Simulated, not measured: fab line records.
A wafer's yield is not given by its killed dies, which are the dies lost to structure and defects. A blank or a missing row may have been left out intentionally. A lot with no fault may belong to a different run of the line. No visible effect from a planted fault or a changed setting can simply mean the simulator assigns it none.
Which tool was responsible? -- flow n5Finfet -- 28 wafers from 10 lots sampled at 4 of the route's 1938 steps

WHAT THE GAUGES SHOWED, per wafer
N5_BEOL_M6_INSPECT_58: inspects for defects (darkfield).
lot,measured,on,rawDefectCount
L496,day 9 02:14,defectInspect-02,105 62 71
L498,day 9 06:19,defectInspect-01,145 84 135
L499,day 9 23:05,defectInspect-02,86 92 58
L504,day 10 20:44,defectInspect-02,80 52
L506,day 11 01:58,defectInspect-02,1169 1115 1113
L505,day 11 02:55,defectInspect-01,1106 1118 1170
L507,day 11 17:29,defectInspect-01,1137 1145 1136
L514,day 13 16:29,defectInspect-02,39 35
L516,day 14 02:02,defectInspect-01,106 65 65
L517,day 14 15:04,defectInspect-01,40 40 47

TOOL THAT RAN EACH LOT (tool first, then ch and the chambers of the sampled wafers, then the start)
lot,N5_BEOL_M6_ETCH_41,N5_BEOL_M6_SPUTTER_48,N5_BEOL_M6_CMP_52
L496,"rieDiel-01 ch 0,1,3, day 8 22:54 or earlier","pvdSputter-02, day 9 00:46","cmp-04 ch 1,2, day 9 01:47"
L498,"rieDiel-01 ch 1,2,3, day 9 01:06 or earlier","pvdSputter-02, day 9 02:49","cmp-04 ch 0,1,2, day 9 05:59"
L499,"rieDiel-05 ch 0,1,3, day 9 19:20 or earlier","pvdSputter-02, day 9 21:43","cmp-03 ch 0,2,3, day 9 22:38"
L504,"rieDiel-04 ch 0,2, day 10 18:23 or earlier","pvdSputter-01, day 10 19:47","cmp-04 ch 0,2, day 10 20:19"
L506,"rieDiel-04 ch 0,1,3, day 10 23:48 or earlier","pvdSputter-02, day 11 01:00","cmp-04 ch 0,1,2, day 11 01:31"
L505,"rieDiel-05 ch 1,2, day 11 00:06 or earlier","pvdSputter-02, day 11 01:17","cmp-04 ch 0,3, day 11 02:27"
L507,"rieDiel-01 ch 0,1,2, day 11 14:46 or earlier","pvdSputter-01, day 11 16:20","cmp-04 ch 0,2,3, day 11 17:02"
L514,"rieDiel-01 ch 0,1, day 13 13:52 or earlier","pvdSputter-03, day 13 15:28","cmp-03 ch 0, day 13 16:02"
L516,"rieDiel-05 ch 0,2, day 13 22:49 or earlier","pvdSputter-02, day 14 00:11","cmp-03 ch 2,3, day 14 01:38"
L517,"rieDiel-04 ch 1,2,3, day 14 11:02 or earlier","pvdSputter-03, day 14 14:06","cmp-02 ch 0,3, day 14 14:38"
- N5_BEOL_M6_ETCH_41: etches SiCN in CH3F/O2, target depth 29.7 nm, time 52 s.
- N5_BEOL_M6_SPUTTER_48: material Cu, target thk 10 nm, time 1.667 s.
- N5_BEOL_M6_CMP_52: polishes, stops on SiCOH lowk, t overpolish 6.9 s, target thk 80 nm.

THE ANSWER, worked out from the rows above alone
Rule: the usual values come from the lots themselves. Put in order of their means at a reading, lots are off if they are a third of the lots or fewer, leave a main group of 4 or more, and stand apart from it by a gap of 3 or more times the standard deviation of the main group's means; of several such gaps the widest counts. If all means in a main group match to the digits the tables above print for the reading, that group is not used. A lot without any number at a reading at which 4 lots or more have one is off too. Any other lot the step has rows for is counted as sound.
Off: L506, L505, L507, at N5_BEOL_M6_INSPECT_58 (rawDefectCount). Mean 72 and standard deviation 26 in the main group.
If a tool, at a process step before that reading, ran all the lots that are off and no sound lot after the first of them, it fits. Gauges at N5_BEOL_M6_INSPECT_58: tried the same way as those tools. With no start given for some of its lots, N5_BEOL_M6_ETCH_41 uses the hours and lot order of N5_BEOL_M6_OCD_MEAS_38. One candidate fits, namely cmp-04 at N5_BEOL_M6_CMP_52. Its last sound lot is L504 (day 10 20:19), its first lot that is off L506 (day 11 01:31): a fault that began between those two fits.

WHAT THE SIMULATOR HAD INSERTED
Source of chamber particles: cmp-04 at N5_BEOL_M6_CMP_52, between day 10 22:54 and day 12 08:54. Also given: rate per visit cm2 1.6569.
Lots struck among those shown: L506, L505, L507. The rule above found the same.
